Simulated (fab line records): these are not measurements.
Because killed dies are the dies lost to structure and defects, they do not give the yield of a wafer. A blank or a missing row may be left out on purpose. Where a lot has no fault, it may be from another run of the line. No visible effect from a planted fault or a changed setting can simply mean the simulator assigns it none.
fab line records    flow nandHarc
[record] lots = 12  wafers = 36  lastDay = 34
route steps=1302 shown A_STAIRCASE@653 END@1302
lots with no fault: from the same line, run without faults
startH: hours from the record's opening day to when the first of the lot's shown wafers began    waitH: how many hours have passed since the lot's step before this one    " repeats the value in the row above    L1.1+2: a row that stands for several wafers    - no value, or no start given    * or withheld: withheld    < > ~ a bound
route shown NAME@n: NAME is a module with steps in the file, n the number in the route of the first one    usual: mean and standard deviation over wafers with no fault    same: alike in all rows    chamber/n: place in a boat    sites: the reading at each site    _std_site: their standard deviation    _edge_site: outer sites' mean less inner sites'    radiusMm: for every site, how far away it sits from the centre of the wafer    mask NAME#n: copy n    behind: tool/chamber where the wafer was last shaped    hold: why the lot was held/for how many hours/how that ended    device: transistor that didn't switch, given as n, p or np    end of line: the same wafers' tests at the end of the route    for a step that has no rows: nothing shown but its recipe    killed: dies that structure and defects cost at the first sort, which is not the same as the wafer's yield    map: shows each die of a wafer: x if killed, . if not, _ if none is there
set.NAME: the run value of the setting; set.NAME@STEP: its run value at that earlier step    model.NAME: the simulator's own value behind a step, which no gauge read
the route's steps for a sample of lots (tables are steps, rows are wafers)
services: from which hour (startH, from the record's first day; less than 0 if before it) a tool's chamber was out of use, for how many hours, and why
[[steps]]
[step NHARC_A_STAIRCASE_STRIP_171]
[recipe] powerW = 1500  tempC = 250  chemistry = O2
[usual] drypumpMotorCurrentA = 5.8/0.46  heaterPowerW = 324/35
lot.wafer  tool            chamber  startH  waitH  drypumpMotorCurrentA  heaterPowerW  rfHoursCounterH
L748.2     plasmaAsher-01  1        409.32  -      5.8                   274           13
L748.1     "               0        "       "      5.7                   327           13
L748.3     "               1        "       "      5.7                   272           -
L749.1     plasmaAsher-01  0        417.97  -      5.7                   339           15
L749.3     "               1        "       "      5.7                   274           -
L749.6     "               0        "       "      5.7                   332           -
L750.2     plasmaAsher-02  1        421.43  -      6.6                   353           35
L750.4     "               0        "       "      5.2                   358           -
L750.6     "               0        "       "      5.2                   368           -
L751.2     plasmaAsher-01  0        430.91  -      5.7                   333           18
L751.4     "               1        "       "      5.7                   269           -
L751.5     "               1        "       "      5.7                   274           -
L757.2     plasmaAsher-02  0        493.05  -      5.2                   362           9
L757.1     "               1        "       "      6.7                   354           9
L757.5     "               1        "       "      6.6                   339           -
L756.1     plasmaAsher-01  0        507.86  -      5.7                   337           35
L756.2     "               1        "       "      5.7                   273           35
L756.3     "               0        "       "      5.7                   338           -
L759.1     plasmaAsher-01  1        518.18  -      5.7                   276           37
L759.3     "               1        "       "      5.7                   268           -
L759.5     "               1        "       "      5.7                   276           -
L761.2     plasmaAsher-02  1        532.18  -      6.6                   347           20
L761.3     "               1        "       "      6.6                   338           -
L761.5     "               0        "       "      5.2                   358           -
L760.1     plasmaAsher-01  0        536.68  -      5.7                   343           2
L760.4     "               1        "       "      5.7                   276           -
L760.6     "               0        "       "      5.7                   316           -
L762.4     plasmaAsher-01  0        545.38  -      5.7                   320           -
L762.3     "               1        "       "      5.7                   266           -
L762.6     "               1        "       "      5.7                   274           -
L763.1     plasmaAsher-01  0        551.03  -      5.7                   328           5
L763.4     "               0        "       "      5.7                   333           -
L763.5     "               0        "       "      5.7                   329           -
L764.2     plasmaAsher-01  0        608.47  -      5.7                   325           15
L764.3     "               1        "       "      5.7                   271           -
L764.6     "               1        "       "      5.7                   273           -
[step NHARC_A_STAIRCASE_TRIM_12]
[recipe] timeS = 211.2  o2FlowSccm = 500  arFlowSccm = 0  biasW = 0  chemistry = O2
[usual] drypumpMotorCurrentA = 5.8/0.5  oesProductAu = 0.997/0.0079  rfVppV = 57.8/0.97  showerheadPlenumPTorr = 3.55/0.13  throttleValvePct = 17.036/0.0095
lot.wafer  tool        chamber  startH  waitH  drypumpMotorCurrentA  oesProductAu  rfHoursCounterH  rfVppV  showerheadPlenumPTorr  throttleValvePct
L748.3     rieDiel-12  3        411.06  0.2    6.1                   0.992         43               58.8    3.43                   17.045
L748.1     "           0        "       "      5.0                   1.003         46               57.7    3.44                   17.039
L748.2     "           2        "       "      5.5                   0.991         46               58.6    3.63                   17.029
L749.1     rieDiel-12  1        419.44  0.1    5.5                   1.000         52               56.6    3.60                   17.034
L749.3     "           3        "       "      6.1                   0.988         45               57.9    3.43                   17.034
L749.6     "           1        "       "      5.5                   0.996         -                59.0    3.60                   17.050
L750.2     rieDiel-04  3        423.07  0.1    6.0                   1.000         23               59.6    3.73                   17.044
L750.4     "           2        "       "      6.2                   0.991         -                57.0    3.62                   17.045
L750.6     "           3        "       "      6.0                   1.000         -                58.9    3.73                   17.036
L751.2     rieDiel-11  1        432.47  0.1    6.2                   0.997         50               58.4    3.67                   17.047
L751.4     "           3        "       "      5.0                   0.997         56               56.5    3.49                   17.035
L751.5     "           1        "       "      6.2                   0.993         -                58.6    3.67                   17.039
L757.2     rieDiel-04  0        494.55  0.1    5.2                   1.008         42               57.5    3.38                   17.024
L757.1     "           3        "       "      6.0                   1.002         47               56.8    3.72                   17.033
L757.5     "           2        "       "      6.2                   0.997         -                59.2    3.61                   17.029
L756.3     rieDiel-04  2        509.33  0.1    6.2                   0.995         52               58.8    3.60                   17.044
L756.2     "           0        "       "      5.3                   1.001         43               55.7    3.38                   17.025
L756.1     "           1        "       "      6.6                   0.997         28               56.6    3.28                   17.037
L759.1     rieDiel-04  2        519.85  0.1    6.2                   1.001         58               57.3    3.60                   17.044
L759.3     "           3        "       "      6.0                   0.997         59               59.1    3.71                   17.059
L759.5     "           2        "       "      6.2                   0.985         -                58.2    3.60                   17.029
L761.3     rieDiel-04  3        533.82  0.1    6.0                   0.990         66               59.8    3.71                   17.041
L761.2     "           0        "       "      5.3                   0.986         53               57.9    3.38                   17.038
L761.5     "           1        "       "      6.6                   0.993         -                55.3    3.27                   17.030
L760.1     rieDiel-12  0        538.43  0.1    5.0                   0.987         24               58.2    3.42                   17.035
L760.4     "           1        "       "      5.5                   1.003         20               56.5    3.58                   17.034
L760.6     "           0        "       "      5.0                   0.984         -                57.2    3.42                   17.036
L762.4     rieDiel-04  3        546.90  0.1    6.0                   1.002         1                57.6    3.70                   17.013
L762.3     "           1        "       "      6.6                   0.999         0                59.2    3.81                   17.043
L762.6     "           2        "       "      6.2                   0.997         -                56.6    3.60                   17.041
L763.4     rieDiel-12  3        552.58  0.1    6.1                   0.990         30               58.3    3.41                   17.048
L763.1     "           1        "       "      5.5                   0.994         26               57.8    3.58                   17.040
L763.5     "           3        "       "      6.1                   0.989         -                56.9    3.41                   17.031
L764.2     rieDiel-04  3        609.97  0.1    6.0                   0.997         16               61.0    3.70                   17.033
L764.3     "           0        "       "      5.3                   0.991         13               57.1    3.37                   17.037
L764.6     "           3        "       "      6.0                   1.012         -                57.8    3.70                   17.030
[step NHARC_A_STAIRCASE_TRIM_14]
[recipe] timeS = 211.2  o2FlowSccm = 500  arFlowSccm = 0  biasW = 0  chemistry = O2
[usual] drypumpMotorCurrentA = 5.8/0.5  oesProductAu = 0.998/0.0074  rfVppV = 57.8/0.96  showerheadPlenumPTorr = 3.54/0.14  throttleValvePct = 17.036/0.0089
lot.wafer  tool        chamber  startH  waitH  drypumpMotorCurrentA  oesProductAu  rfHoursCounterH  rfVppV  showerheadPlenumPTorr  throttleValvePct
L748.1     rieDiel-12  2        -       -      5.5                   1.003         46               56.9    3.63                   17.023
L748.3     "           0        "       "      5.0                   1.003         46               56.3    3.44                   17.029
L748.2     "           1        "       "      5.5                   1.002         49               57.7    3.60                   17.033
L749.3     rieDiel-12  2        -       -      5.5                   0.997         49               58.2    3.63                   17.035
L749.1     "           3        "       "      6.1                   0.998         45               57.4    3.43                   17.032
L749.6     "           1        "       "      5.5                   0.982         -                58.4    3.60                   17.026
L750.2     rieDiel-04  3        -       -      6.0                   0.982         23               57.8    3.73                   17.043
L750.6     "           1        "       "      6.6                   0.997         -                57.4    3.28                   17.032
L750.4     "           2        "       "      6.2                   0.993         -                58.5    3.62                   17.031
L751.2     rieDiel-04  1        -       -      6.6                   0.994         23               57.1    3.28                   17.034
L751.4     "           0        "       "      5.3                   0.992         22               57.1    3.39                   17.053
L751.5     "           2        "       "      6.2                   0.995         -                59.3    3.62                   17.015
L757.2     rieDiel-04  2        -       -      6.2                   0.997         46               58.4    3.61                   17.042
L757.1     "           3        "       "      6.0                   1.006         47               56.0    3.72                   17.032
L757.5     "           3        "       "      6.0                   0.997         -                58.1    3.72                   17.028
L756.2     rieDiel-04  1        -       -      6.6                   1.000         28               55.7    3.28                   17.027
L756.1     "           2        "       "      6.2                   0.997         52               58.8    3.61                   17.025
L756.3     "           3        "       "      6.0                   1.005         53               57.3    3.71                   17.029
L759.3     rieDiel-04  1        -       -      6.6                   1.001         33               57.4    3.28                   17.055
L759.1     "           2        "       "      6.3                   0.994         59               57.6    3.60                   17.030
L759.5     "           0        "       "      5.3                   0.983         -                57.8    3.38                   17.034
L761.3     rieDiel-04  2        -       -      6.2                   0.993         66               58.3    3.60                   17.039
L761.2     "           3        "       "      6.0                   0.997         66               58.2    3.71                   17.051
L761.5     "           1        "       "      6.6                   1.001         -                57.8    3.27                   17.039
L760.1     rieDiel-12  2        -       -      5.4                   0.991         23               58.4    3.61                   17.044
L760.4     "           3        "       "      6.1                   0.994         24               56.6    3.41                   17.038
L760.6     "           2        "       "      5.5                   0.980         -                56.9    3.61                   17.045
L762.4     rieDiel-04  0        -       -      5.2                   0.990         1                57.5    3.38                   17.030
L762.3     "           1        "       "      6.6                   1.004         1                57.7    3.81                   17.035
L762.6     "           0        "       "      5.3                   0.993         -                57.3    3.38                   17.039
L763.1     rieDiel-12  0        -       -      5.0                   0.998         30               57.4    3.42                   17.048
L763.4     "           1        "       "      5.5                   0.997         26               57.8    3.58                   17.044
L763.5     "           1        "       "      5.5                   0.989         -                59.7    3.58                   17.040
L764.2     rieDiel-04  0        -       -      5.3                   0.996         14               59.6    3.37                   17.044
L764.3     "           3        "       "      6.0                   1.005         16               57.5    3.70                   17.031
L764.6     "           1        "       "      6.6                   1.008         -                60.3    3.80                   17.033
[step NHARC_A_STAIRCASE_ETCH_15]
[recipe] targetDepthA = 1000  timeS = 40.5  ionEnergyEv = 400  c4f8FlowSccm = 20  o2FlowSccm = 10  arFlowSccm = withheld  rfW = 600  biasW = 1000  chemistry = C4F8/O2
[usual] biasW = 1000.2/2.8  chamberPressureMTorr = 25.000/0.022  oesProductAu = 0.941/0.011  rfVppV = 897/5.2
lot.wafer  tool        chamber  startH  waitH  biasW   chamberPressureMTorr  oesProductAu  rfHoursCounterH  rfVppV
L748.3     rieDiel-12  0        412.59  -      -       -                     -             -                -
L748.1     "           2        "       "      -       -                     -             -                -
L748.2     "           3        "       "      -       -                     -             -                -
L749.1     rieDiel-12  0        419.83  -      -       -                     -             -                -
L749.3     "           1        "       "      -       -                     -             -                -
L749.6     "           3        "       "      -       -                     -             -                -
L750.2     rieDiel-04  2        423.64  -      -       -                     -             -                -
L750.4     "           3        "       "      -       -                     -             -                -
L750.6     "           2        "       "      -       -                     -             -                -
L751.4     rieDiel-04  1        432.89  -      999.8   25.020                0.958         23               886
L751.2     "           3        "       "      1002.3  24.983                0.965         26               904
L751.5     "           0        "       "      1004.1  24.975                0.973         -                890
L757.1     rieDiel-04  0        495.00  -      1005.1  25.019                0.949         42               892
L757.2     "           2        "       "      999.5   24.986                0.938         46               899
L757.5     "           0        "       "      1003.5  25.018                0.947         -                891
L756.1     rieDiel-04  1        509.72  -      1001.7  24.971                0.935         29               886
L756.3     "           2        "       "      999.3   24.979                0.923         52               898
L756.2     "           0        "       "      1001.0  24.992                0.963         43               892
L759.1     rieDiel-04  0        520.27  -      998.8   24.994                0.921         48               891
L759.3     "           1        "       "      1004.4  24.989                0.937         34               886
L759.5     "           0        "       "      998.4   24.965                0.931         -                889
L761.3     rieDiel-04  3        534.18  -      996.0   25.032                0.948         66               902
L761.2     "           1        "       "      1004.3  25.003                0.941         39               887
L761.5     "           3        "       "      999.9   25.003                0.962         -                902
L760.1     rieDiel-12  1        539.42  -      1002.2  24.991                0.929         22               896
L760.4     "           2        "       "      996.4   25.010                0.928         23               899
L760.6     "           2        "       "      998.1   24.983                0.938         -                898
L762.3     rieDiel-04  1        547.27  -      1000.5  24.972                0.942         1                906
L762.4     "           3        "       "      998.5   25.014                0.951         1                903
L762.6     "           1        "       "      1006.6  24.972                0.940         -                905
L763.1     rieDiel-12  1        552.97  -      997.9   25.014                0.940         26               897
L763.4     "           3        "       "      1000.0  25.033                0.931         30               891
L763.5     "           1        "       "      997.1   25.002                0.933         -                898
L764.2     rieDiel-04  2        610.61  -      1003.6  24.963                0.929         19               900
L764.3     "           3        "       "      999.9   24.998                0.949         16               901
L764.6     "           1        "       "      1001.2  25.039                0.932         -                906
[step NHARC_END_SORT_01]
[recipe] tempC = 25
[usual] killedAtArray = 58/15  killedAtOther = 0.8/1.2  killedAtPeriphery = 3.5/2.5  killedDies = 62/15  killedOpen = 3.2/1.7  killedShort = 2.4/1.5
[same] grossDies = 677
lot.wafer  tool       chamber  startH  waitH  hold                   killedAtArray  killedAtOther  killedAtPeriphery  killedDies  killedOpen  killedShort
L748.1     prober-02  0        631.57  2.5    awaitDispo/5.3h/scrap  676            0              1                  677         1           0
L748.2     prober-02  0        632.38  2.8    awaitDispo/5.3h/scrap  674            0              3                  677         1           0
L748.3     prober-02  0        633.18  3.1    awaitDispo/5.3h/scrap  677            0              0                  677         4           1
L751.2     prober-01  0        639.76  2.8    -                      70             0              11                 81          7           4
L751.4     prober-01  0        641.37  3.4    -                      57             0              4                  61          3           3
L751.5     prober-01  0        642.18  3.7    -                      48             0              5                  53          5           1
L749.1     prober-02  0        644.12  2.5    awaitDispo/1.9h/scrap  667            2              8                  677         8           3
L749.3     prober-02  0        645.73  3.1    awaitDispo/1.9h/scrap  671            1              5                  677         4           3
L749.6     prober-02  0        648.15  4.0    awaitDispo/1.9h/scrap  669            1              7                  677         2           2
L750.2     prober-02  0        652.74  2.8    awaitDispo/1.2h/scrap  670            4              3                  677         3           3
L750.4     prober-02  0        654.33  3.4    awaitDispo/1.2h/scrap  671            4              2                  677         4           4
L750.6     prober-02  0        655.91  4.0    awaitDispo/1.2h/scrap  671            2              4                  677         3           5
L757.1     prober-01  0        707.98  2.5    -                      52             1              3                  56          8           1
L757.2     prober-01  0        708.78  2.8    -                      62             0              2                  64          4           3
L757.5     prober-01  0        711.15  3.7    -                      57             2              3                  62          7           1
L756.1     prober-01  0        723.47  2.5    -                      34             4              2                  40          6           2
L756.2     prober-01  0        724.27  2.8    -                      31             1              2                  34          2           2
L756.3     prober-01  0        725.08  3.1    -                      38             2              3                  43          3           3
L759.1     prober-01  0        733.41  2.5    -                      72             0              0                  72          2           1
L759.3     prober-01  0        735.03  3.1    -                      62             1              5                  68          6           3
L759.5     prober-01  0        736.65  3.7    -                      65             0              4                  69          3           1
L761.2     prober-02  0        734.12  2.7    -                      63             0              3                  66          1           1
L761.3     prober-02  0        734.90  3.0    -                      60             1              1                  62          3           1
L761.5     prober-02  0        736.46  3.6    -                      91             0              5                  96          3           4
// killed by level:class
L748.1 A_STAIRCASE:areaEtch=641 A_SLIT:chamberFilmFlake=20 A_CHANNEL_HOLE_D2:chamberFilmFlake=8 A_CONTACT:chamberFilmFlake=3 P_GATE:geometricParticle:open=1 A_ZERO_WELL:chamberFilmFlake=1 A_CHANNEL_HOLE_D1:chamberFilmFlake=1 A_CHANNEL_FILL_D1:chamberFilmFlake=1
L748.2 A_STAIRCASE:areaEtch=622 A_SLIT:chamberFilmFlake=30 A_CHANNEL_HOLE_D2:chamberFilmFlake=11 A_CHANNEL_HOLE_D1:chamberFilmFlake=4 A_CONTACT:chamberFilmFlake=3 P_GATE:chamberFilmFlake=2 A_WL_FILL:chamberFilmFlake=2 P_CONTACT:geometricParticle:open=1
L748.3 A_STAIRCASE:areaEtch=629 A_SLIT:chamberFilmFlake=22 A_CHANNEL_HOLE_D2:chamberFilmFlake=9 A_CONTACT:chamberFilmFlake=5 A_STAIRCASE:chamberFilmFlake=3 A_BLC:geometricParticle:open=2 A_ONON_D1:geometricParticle:open=1 A_CHANNEL_HOLE_D1:geometricParticle:short=1
L751.2 A_SLIT:chamberFilmFlake=26 A_CHANNEL_HOLE_D1:chamberFilmFlake=10 A_STAIRCASE:chamberFilmFlake=10 A_CHANNEL_HOLE_D2:chamberFilmFlake=8 P_M1:chamberFilmFlake=6 A_CONTACT:chamberFilmFlake=4 P_GATE:chamberFilmFlake=3 A_WL_FILL:geometricParticle:short=2
L751.4 A_SLIT:chamberFilmFlake=28 A_CHANNEL_HOLE_D2:chamberFilmFlake=10 A_CHANNEL_HOLE_D1:chamberFilmFlake=4 P_M1:chamberFilmFlake=3 A_STAIRCASE:chamberFilmFlake=3 A_DECK1_JOINT:chamberFilmFlake=2 A_CONTACT:chamberFilmFlake=2 A_CHANNEL_FILL_D1:geometricParticle:short=1
L751.5 A_SLIT:chamberFilmFlake=23 A_CHANNEL_HOLE_D2:chamberFilmFlake=6 A_STAIRCASE:chamberFilmFlake=4 A_CHANNEL_HOLE_D1:chamberFilmFlake=3 P_ZERO_WELL:chamberFilmFlake=2 A_M0:chamberFilmFlake=2 P_M1:geometricParticle:open=1 A_CHANNEL_HOLE_D1:geometricParticle:open=1
L749.1 A_STAIRCASE:areaEtch=606 A_CHANNEL_HOLE_D2:chamberFilmFlake=26 A_CONTACT:chamberFilmFlake=8 A_STAIRCASE:chamberFilmFlake=6 A_M1:chamberFilmFlake=5 A_CHANNEL_HOLE_D1:chamberFilmFlake=4 A_SLIT:chamberFilmFlake=3 P_GATE:geometricParticle:open=2
L749.3 A_STAIRCASE:areaEtch=607 A_CHANNEL_HOLE_D2:chamberFilmFlake=34 A_STAIRCASE:chamberFilmFlake=7 A_CHANNEL_HOLE_D1:chamberFilmFlake=6 A_CONTACT:chamberFilmFlake=5 P_ZERO_WELL:chamberFilmFlake=3 P_CONTACT:geometricParticle:short=1 A_DECK1_JOINT:geometricParticle:open=1
L749.6 A_STAIRCASE:areaEtch=614 A_CHANNEL_HOLE_D2:chamberFilmFlake=29 A_STAIRCASE:chamberFilmFlake=7 A_CHANNEL_HOLE_D1:chamberFilmFlake=5 A_SLIT:chamberFilmFlake=5 P_ZERO_WELL:chamberFilmFlake=3 A_CONTACT:chamberFilmFlake=3 P_BONDPAD:chamberFilmFlake=2
L750.2 A_STAIRCASE:areaEtch=604 A_SLIT:chamberFilmFlake=24 A_CHANNEL_HOLE_D1:chamberFilmFlake=22 A_CONTACT:chamberFilmFlake=8 A_CHANNEL_HOLE_D2:chamberFilmFlake=3 THIN_TSV:chamberFilmFlake=3 A_STAIRCASE:chamberFilmFlake=2 P_M0:geometricParticle:open=1
L750.4 A_STAIRCASE:areaEtch=585 A_SLIT:chamberFilmFlake=36 A_CHANNEL_HOLE_D1:chamberFilmFlake=23 A_CHANNEL_HOLE_D2:chamberFilmFlake=11 A_CONTACT:chamberFilmFlake=5 THIN_TSV:chamberFilmFlake=4 A_STAIRCASE:chamberFilmFlake=3 A_WL_FILL:geometricParticle:short=2
L750.6 A_STAIRCASE:areaEtch=593 A_SLIT:chamberFilmFlake=26 A_CHANNEL_HOLE_D1:chamberFilmFlake=24 A_CHANNEL_HOLE_D2:chamberFilmFlake=8 A_CONTACT:chamberFilmFlake=7 A_BONDPAD:chamberFilmFlake=4 A_DECK1_JOINT:geometricParticle:short=3 P_BONDPAD:chamberFilmFlake=2
L757.1 A_SLIT:chamberFilmFlake=33 A_CONTACT:chamberFilmFlake=4 A_SGD_CUT:chamberFilmFlake=3 A_CHANNEL_FILL_D1:geometricParticle:open=2 A_DECK1_JOINT:chamberFilmFlake=2 A_CHANNEL_FILL_D2:chamberFilmFlake=2 A_STAIRCASE:chamberFilmFlake=2 P_GATE:geometricParticle:open=1
L757.2 A_SLIT:chamberFilmFlake=34 A_CHANNEL_HOLE_D1:chamberFilmFlake=8 A_SGD_CUT:chamberFilmFlake=5 A_CHANNEL_FILL_D2:chamberFilmFlake=3 A_CONTACT:chamberFilmFlake=3 A_ONON_D2:geometricParticle:short=2 A_STAIRCASE:chamberFilmFlake=2 P_CONTACT:geometricParticle:open=1
L757.5 A_SLIT:chamberFilmFlake=33 A_STAIRCASE:chamberFilmFlake=4 A_SGD_CUT:chamberFilmFlake=4 A_CONTACT:chamberFilmFlake=4 A_CHANNEL_HOLE_D1:chamberFilmFlake=3 A_CHANNEL_HOLE_D2:geometricParticle:open=2 HYBRID_BOND:latent=2 P_GATE:geometricParticle:open=1
L756.1 A_STAIRCASE:chamberFilmFlake=11 A_CHANNEL_HOLE_D1:chamberFilmFlake=6 A_SLIT:chamberFilmFlake=4 A_BONDPAD:chamberFilmFlake=4 A_ONON_D2:geometricParticle:open=3 THIN_TSV:chamberFilmFlake=3 P_M0:geometricParticle:open=1 A_ONON_D1:geometricParticle:short=1
L756.2 A_CHANNEL_HOLE_D1:chamberFilmFlake=10 A_STAIRCASE:chamberFilmFlake=6 A_SLIT:chamberFilmFlake=4 A_BONDPAD:chamberFilmFlake=4 A_DECK1_JOINT:geometricParticle:open=1 A_CHANNEL_FILL_D2:geometricParticle:short=1 A_M0:geometricParticle:open=1 A_WL_FILL:geometricParticle:short=1
L756.3 A_STAIRCASE:chamberFilmFlake=11 A_CHANNEL_HOLE_D1:chamberFilmFlake=8 A_BONDPAD:chamberFilmFlake=6 A_CONTACT:chamberFilmFlake=4 A_CHANNEL_FILL_D2:geometricParticle:short=2 P_GATE:chamberFilmFlake=2 A_CHANNEL_HOLE_D2:chamberFilmFlake=2 A_M0:chamberFilmFlake=2
L759.1 A_CHANNEL_HOLE_D1:chamberFilmFlake=30 A_CHANNEL_HOLE_D2:chamberFilmFlake=22 A_SLIT:chamberFilmFlake=8 A_CONTACT:chamberFilmFlake=4 A_STAIRCASE:chamberFilmFlake=3 A_WL_FILL:chamberFilmFlake=2 A_ONON_D2:geometricParticle:open=1 A_WL_FILL:geometricParticle:open=1
L761.2 A_SLIT:chamberFilmFlake=28 A_CHANNEL_HOLE_D2:chamberFilmFlake=18 A_CONTACT:chamberFilmFlake=5 A_CHANNEL_HOLE_D1:chamberFilmFlake=4 A_CHANNEL_FILL_D2:chamberFilmFlake=3 A_STAIRCASE:chamberFilmFlake=3 P_GATE:chamberFilmFlake=2 A_SOURCE_PLATE:geometricParticle:short=1
L761.3 A_SLIT:chamberFilmFlake=25 A_CHANNEL_HOLE_D2:chamberFilmFlake=15 A_CHANNEL_HOLE_D1:chamberFilmFlake=5 A_CONTACT:chamberFilmFlake=4 A_CHANNEL_FILL_D2:chamberFilmFlake=3 A_STAIRCASE:chamberFilmFlake=3 A_ZERO_WELL:chamberFilmFlake=2 A_SOURCE_PLATE:geometricParticle:short=1
L759.3 A_CHANNEL_HOLE_D1:chamberFilmFlake=27 A_CHANNEL_HOLE_D2:chamberFilmFlake=20 A_SLIT:chamberFilmFlake=5 A_CONTACT:chamberFilmFlake=3 A_STAIRCASE:chamberFilmFlake=2 P_STI:geometricParticle:short=1 P_CONTACT:geometricParticle:short=1 P_CONTACT:geometricParticle:open=1
L761.5 A_SLIT:chamberFilmFlake=35 A_CHANNEL_HOLE_D2:chamberFilmFlake=25 A_CHANNEL_HOLE_D1:chamberFilmFlake=10 A_CONTACT:chamberFilmFlake=7 A_STAIRCASE:chamberFilmFlake=6 P_GATE:chamberFilmFlake=3 A_WL_FILL:geometricParticle:open=2 A_CHANNEL_FILL_D2:chamberFilmFlake=2
L759.5 A_CHANNEL_HOLE_D1:chamberFilmFlake=27 A_CHANNEL_HOLE_D2:chamberFilmFlake=23 A_CONTACT:chamberFilmFlake=9 P_GATE:chamberFilmFlake=2 P_M0:geometricParticle:open=1 A_CHANNEL_HOLE_D1:geometricParticle:open=1 A_CHANNEL_FILL_D1:geometricParticle:short=1 A_CHANNEL_FILL_D1:geometricParticle:open=1
[[services]]
tool            chamber  startH  hours  kind
rieDiel-04      0        391.32  -      clean
rieDiel-04      1        391.32  -      clean
rieDiel-04      2        391.32  -      clean
rieDiel-04      3        391.32  -      clean
rieDiel-04      1        395.52  5.5    repair
rieDiel-12      -        396.22  1.2    repair
rieDiel-04      1        411.04  2.2    repair
rieDiel-04      0        415.82  -      clean
rieDiel-04      1        415.82  -      clean
rieDiel-04      2        415.82  -      clean
rieDiel-04      3        415.82  -      clean
rieDiel-04      0        416.90  7.5    repair
plasmaAsher-01  -        418.69  3.2    repair
plasmaAsher-02  -        426.00  9.0    pm
rieDiel-04      0        440.32  -      clean
rieDiel-12      -        445.50  9.0    pm
rieDiel-04      1        446.43  59.4   repair
rieDiel-11      2        488.06  1.5    repair
plasmaAsher-01  -        519.00  9.0    pm
rieDiel-04      -        534.82  9.0    pm
rieDiel-12      3        562.56  6.0    repair
rieDiel-11      3        579.65  3.0    repair
plasmaAsher-02  -        603.00  9.0    pm
rieDiel-11      -        609.54  9.0    pm
[[key]]
[firstSign] step = NHARC_A_STAIRCASE_ETCH_15  reading = toolRecord  direction = missing
[effect] step = NHARC_END_SORT_01  reading = killedDies  direction = up  sigmas = 42  usual = 62  struck = 677
[moreKillsBornAt] NHARC_A_STAIRCASE_ETCH_15@rieDiel-12 = 3718  NHARC_A_STAIRCASE_ETCH_15@rieDiel-04 = 1785
metAt NHARC_A_STAIRCASE_ETCH_15
struckLots L748,L749,L750
laterRowsLeftOut L748.1,L748.2,L748.3,L749.1,L749.3,L749.6,L750.2,L750.4,L750.6
testerLeftOut L748,L749,L750
notActingAt NHARC_A_STAIRCASE_STRIP_171,NHARC_A_STAIRCASE_TRIM_12,NHARC_A_STAIRCASE_TRIM_14
[fault] kind = skippedStepWhole  tool = rieDiel-04,rieDiel-12  chamber = -  onsetH = 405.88  steps = NHARC_A_STAIRCASE_ETCH_15  scope = struckLotsOnly
// testerLeftOut: of these lots the tester's yield and bins aren't shown, on N5 and GAA mostly nor the transistor test; their killed dies are dies lost to structure and defects alone, not to doping, threshold or leakage, so they don't give the yield
// laterRowsLeftOut: the simulator's readings of these wafers behind a module that went badly wrong aren't trusted and aren't shown, but for the sort
